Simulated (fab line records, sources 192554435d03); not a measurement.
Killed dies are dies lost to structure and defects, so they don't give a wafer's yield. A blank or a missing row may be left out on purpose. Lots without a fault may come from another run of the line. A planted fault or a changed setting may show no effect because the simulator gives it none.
Which tool did it? | flow n5_finfet | 8 lots, 23 wafers sampled, at 6 steps of a route of 1938

WHAT THE GAUGES READ, wafer by wafer
N5_MOL_CONTACT_COAG_THK_MEAS_29.
lot  | measured     | on            | MD_CAP_THK (nm)
L590 | day 5 07:08  | film_metro-01 | 17.73 17.73 17.87
L596 | day 6 22:25  | film_metro-01 | 17.93 17.83 17.87
L598 | day 7 11:34  | film_metro-01 | 18.03 17.92 17.91
L605 | day 9 03:47  | film_metro-02 | 17.94 17.93 31.73
L608 | day 9 22:32  | film_metro-02 | 17.85 31.73 31.72
L609 | day 10 03:36 | film_metro-01 | 17.80 17.88
L610 | day 10 11:04 | film_metro-01 | 17.88 17.91 17.79
L612 | day 10 20:17 | film_metro-02 | 17.81 17.93 17.92

WHICH TOOL RAN EACH LOT (tool, then ch and the chambers of the sampled wafers, then the start)
lot  | N5_HKMG_FIN_STRIP_90              | N5_GATE_CUT_ETCH_56               | N5_GATE_CUT_STRIP_59              | N5_GATE_CUT_SAC_CAP_01            | N5_GATE_CUT_ETCH_19
L590 | rie_diel-03 ch 0,1,2, day 4 09:54 | rie_metal-01 ch 0,1, day 4 12:01  | rie_diel-02 ch 0,1,3, day 4 12:15 | ald_sin-01 ch 0,2,3, day 4 12:31  | rie_diel-04 ch 0,3, day 4 15:55
L596 | rie_diel-06 ch 0,1,2, day 6 05:04 | rie_metal-02 ch 0,1, day 6 07:08  | rie_diel-05 ch 0,2,3, day 6 07:25 | ald_sin-03 ch 1,2, day 6 07:44    | rie_diel-04 ch 1,2, day 6 11:05
L598 | rie_diel-01 ch 0,1,2, day 6 13:25 | rie_metal-02 ch 0,1, day 6 15:38  | rie_diel-04 ch 0,1, day 6 15:53   | ald_sin-03 ch 0,1, day 6 16:06    | rie_diel-05 ch 2,3, day 7 00:01
L605 | rie_diel-03 ch 1,3, day 8 08:14   | rie_metal-01 ch 0,1, day 8 10:20  | rie_diel-05 ch 2,3, day 8 10:37   | ald_sin-03 ch 0,1, day 8 11:25    | rie_diel-05 ch 0,2, day 8 15:27
L608 | rie_diel-01 ch 0,3, day 9 03:03   | rie_metal-01 ch 0,1, day 9 05:08  | rie_diel-02 ch 0,1, day 9 05:25   | ald_sin-03 ch 1,3, day 9 05:37    | rie_diel-04 ch 0,1, day 9 09:07
L609 | rie_diel-03 ch 0,3, day 9 08:32   | rie_metal-03 ch 0,1, day 9 10:37  | rie_diel-04 ch 3, day 9 10:53     | ald_sin-04 ch 0,1, day 9 11:07    | rie_diel-04 ch 0, day 9 14:29
L610 | rie_diel-06 ch 1,2, day 9 15:12   | rie_metal-02 ch 0,1, day 9 17:19  | rie_diel-04 ch 1,2, day 9 17:34   | ald_sin-01 ch 0,2,3, day 9 17:46  | rie_diel-04 ch 1,2, day 9 21:07
L612 | rie_diel-03 ch 1,3, day 10 02:11  | rie_metal-03 ch 0,1, day 10 04:16 | rie_diel-05 ch 0,1, day 10 04:32  | ald_sin-04 ch 0,2,3, day 10 04:45 | rie_diel-05 ch 2,3, day 10 08:15
- N5_HKMG_FIN_STRIP_90: strips SOC in N2/H2, time 20 s.
- N5_GATE_CUT_ETCH_56: etches TiN in Cl2/Ar, target depth 21.6 nm.
- N5_GATE_CUT_STRIP_59: strips in N2/H2, time 20 s.
- N5_GATE_CUT_SAC_CAP_01: material SiNx, target thk 24 nm, pulse time 1 s, ald cycles 480.
- N5_GATE_CUT_ETCH_19: etches SiNx in CH3F/O2, target depth 53.7 nm, time 76.7 s.

WHAT THE TOOLS THEMSELVES READ (means of the sampled wafers that have a number; where no wafer has one, the mark that the record gives instead)
N5_HKMG_FIN_STRIP_90.
lot  | tool        | drypump_motor_current_A (A) | h2_flow_sccm (sccm) | oes_product_au (a.u.) | power_w (W) | rf_vpp_V (V) | showerhead_plenum_p_Torr (Torr) | temp_c (C) | throttle_valve_pct (%)
L590 | rie_diel-03 | 5.6                         | 299.3               | 0.71                  | 499.4       | 54.3         | 3.29                            | 40.01      | 19.0
L596 | rie_diel-06 | 5.5                         | 299.8               | 0.82                  | 499.8       | 54.8         | 3.33                            | 39.96      | 18.9
L598 | rie_diel-01 | 5.7                         | 298.9               | 0.77                  | 499.1       | 53.6         | 3.29                            | 40.08      | 18.9
L605 | rie_diel-03 | 5.8                         | 300.2               | 0.84                  | 499.5       | 54.1         | 3.40                            | 39.97      | 19.1
L608 | rie_diel-01 | 5.3                         | 300.1               | 0.73                  | 500.6       | 53.7         | 3.29                            | 40.01      | 19.0
L609 | rie_diel-03 | 5.5                         | 300.7               | 0.75                  | 501.0       | 54.2         | 3.31                            | 40.09      | 19.4
L610 | rie_diel-06 | 5.2                         | 300.1               | 0.82                  | 499.3       | 54.5         | 3.37                            | 39.89      | 19.3
L612 | rie_diel-03 | 5.8                         | 300.5               | 0.86                  | 497.5       | 54.1         | 3.41                            | 39.92      | 18.7

N5_GATE_CUT_ETCH_56.
lot  | tool         | drypump_motor_current_A (A) | mfc_cl2_sccm (sccm) | oes_product_au (a.u.) | throttle_valve_pct (%)
L590 | rie_metal-01 | 5.9                         | 39.98               | 0.77                  | 20.88
L596 | rie_metal-02 | 5.5                         | 40.22               | 0.91                  | 20.96
L598 | rie_metal-02 | 5.9                         | 39.80               | 0.91                  | 20.92
L605 | rie_metal-01 | 5.8                         | 40.06               | 0.74                  | 20.92
L608 | rie_metal-01 | 6.1                         | 39.97               | 0.72                  | 21.12
L609 | rie_metal-03 | 5.8                         | 39.82               | 0.93                  | 20.65
L610 | rie_metal-02 | 5.5                         | 39.93               | 0.88                  | 20.96
L612 | rie_metal-03 | 5.8                         | 39.80               | 0.92                  | 20.62

N5_GATE_CUT_STRIP_59.
lot  | tool        | drypump_motor_current_A (A) | h2_flow_sccm (sccm) | oes_product_au (a.u.) | rf_vpp_V (V) | showerhead_plenum_p_Torr (Torr) | temp_c (C) | throttle_valve_pct (%)
L590 | rie_diel-02 | 5.6                         | 299.2               | 0.71                  | 44.4         | 3.36                            | 40.00      | 12.38
L596 | rie_diel-05 | 5.9                         | 301.0               | 0.71                  | 44.8         | 3.31                            | 39.97      | 12.26
L598 | rie_diel-04 | 5.8                         | 300.3               | 0.74                  | 45.4         | 3.41                            | 40.14      | 12.35
L605 | rie_diel-05 | 6.2                         | 299.8               | 0.88                  | 45.8         | 3.53                            | 39.98      | 12.08
L608 | rie_diel-02 | 5.5                         | 300.7               | 0.70                  | 45.6         | 3.32                            | 40.04      | 12.37
L609 | rie_diel-04 | 5.5                         | 301.6               | 0.70                  | 44.7         | 3.21                            | 39.98      | 12.63
L610 | rie_diel-04 | 5.8                         | 299.5               | 0.81                  | 45.3         | 3.46                            | 39.98      | 12.13
L612 | rie_diel-05 | 5.3                         | 300.1               | 0.76                  | 44.7         | 3.37                            | 39.99      | 12.10

N5_GATE_CUT_SAC_CAP_01.
lot  | tool       | heater_power_w (W) | precursor_pulse_height_rel
L590 | ald_sin-01 | 867                | 1.018
L596 | ald_sin-03 | 814                | 1.026
L598 | ald_sin-03 | 666                | 0.977
L605 | ald_sin-03 | 676                | 1.005
L608 | ald_sin-03 | 837                | 1.018
L609 | ald_sin-04 | 694                | 1.014
L610 | ald_sin-01 | 876                | 1.009
L612 | ald_sin-04 | 799                | 0.990

N5_GATE_CUT_ETCH_19.
lot  | tool        | drypump_motor_current_A (A) | etch_rf_on_time_s (s) | oes_product_au (a.u.) | rf_vpp_V (V) | showerhead_plenum_p_Torr (Torr) | throttle_valve_pct (%)
L590 | rie_diel-04 | 5.6                         | 77.6                  | 0.62                  | 302          | 1.93                            | 16.62
L596 | rie_diel-04 | 5.8                         | 77.9                  | 0.60                  | 297          | 2.02                            | 16.36
L598 | rie_diel-05 | 6.2                         | 78.9                  | 0.59                  | 298          | 1.93                            | 16.58
L605 | rie_diel-05 | 5.7                         | 75.2                  | 0.62                  | 296          | 1.99                            | 16.22
L608 | rie_diel-04 | 5.9                         | 74.5                  | 0.61                  | 301          | 2.05                            | 16.46
L609 | rie_diel-04 | 5.7                         | 80.8                  | 0.60                  | 303          | 1.99                            | 16.75
L610 | rie_diel-04 | 5.8                         | 77.8                  | 0.68                  | 298          | 2.05                            | 16.22
L612 | rie_diel-05 | 6.0                         | 77.4                  | 0.67                  | 297          | 2.04                            | 16.24

THE ANSWER, worked out from the rows above alone
Rule: what is usual is taken from the lots themselves. Put in order of their means at a reading, lots are off if they are a third of the lots or fewer, leave a main group of 4 or more, and stand apart from it by a gap of 3 or more times the standard deviation of the main group's means; of several such gaps the widest counts. A main group whose means are all the same, to the digits that the tables above print for the reading, isn't used. A lot without any number at a reading at which 4 lots or more have one is off too. The other lots that the step has rows for count as sound. The gauges are gone through in route order, then the tools' own readings, and for those a lot's mean is taken as printed above. The first step at which some lot is off is used, and at that step the reading that is off furthest; a lot without a number counts as furthest.
Off: L605, L608, at N5_MOL_CONTACT_COAG_THK_MEAS_29 (MD_CAP_THK). The main group: mean 17.87 nm, standard deviation 0.053.
A tool fits if, at a process step before that reading, it ran every lot that is off, and no sound lot after the first of them. The gauges at N5_MOL_CONTACT_COAG_THK_MEAS_29 are tried like those tools. Can't be told from this: 2 tools fit, rie_metal-01 at N5_GATE_CUT_ETCH_56, ald_sin-03 at N5_GATE_CUT_SAC_CAP_01.

WHAT THE SIMULATOR HAD PUT IN
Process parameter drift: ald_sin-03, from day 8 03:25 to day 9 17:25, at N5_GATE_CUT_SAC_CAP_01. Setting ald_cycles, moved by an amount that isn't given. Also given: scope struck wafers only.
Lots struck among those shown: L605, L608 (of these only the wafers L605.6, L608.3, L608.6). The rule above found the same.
